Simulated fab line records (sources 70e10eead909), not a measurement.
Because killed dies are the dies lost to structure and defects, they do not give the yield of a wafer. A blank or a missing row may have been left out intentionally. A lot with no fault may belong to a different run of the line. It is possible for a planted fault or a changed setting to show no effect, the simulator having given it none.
Chamber matching	flow nand-harc	NHARC_P_GATE_DESCUM_31 on rie-diel-12: 4 sister chambers
The step chemistry O2, time 3 s. 4 wafers are shown with their chamber, then 7 later ones without.

== EACH WAFER AND ITS CHAMBER ==
wafer	chamber	drypump-motor-current-A (A)
L083.2	0	5.6
L087.5	2	4.8
L090.2	1	6.2
L090.5	3	6.1

== WAFERS WHOSE CHAMBER IS MISSING ==
wafer	drypump-motor-current-A (A)
L090.6	4.7
L091.1	6.2
L091.5	6.2
L091.6	4.7
L095.1	6.2
L095.2	6.1
L095.4	4.7

== WHICH CHAMBER EACH WENT THROUGH ==
wafer	from the rows above	in truth
L090.6	2	2
L091.1	can't be placed: 1 or 3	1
L091.5	can't be placed: 1 or 3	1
L091.6	2	2
L095.1	can't be placed: 1 or 3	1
L095.2	can't be placed: 3 or 1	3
L095.4	2	2
Correct placement for 3 of the 7. From these rows, 4 cannot be placed; in 4 the true chamber is one of the candidates. Number placed wrongly: 0.
How it was worked out, from the rows above alone: a wafer's distance from a chamber is the root of the sum, over the readings, of the square of ((its reading less the chamber's mean) divided by the reading's scatter). The wafer belongs to the nearest chamber; if the next one is less than 2 further off, it can't be placed. A chamber's mean is the mean of its shown wafers. The scatter: with one shown wafer a chamber, the root of the mean of the squares of how far each hidden wafer lies from its nearest shown one.
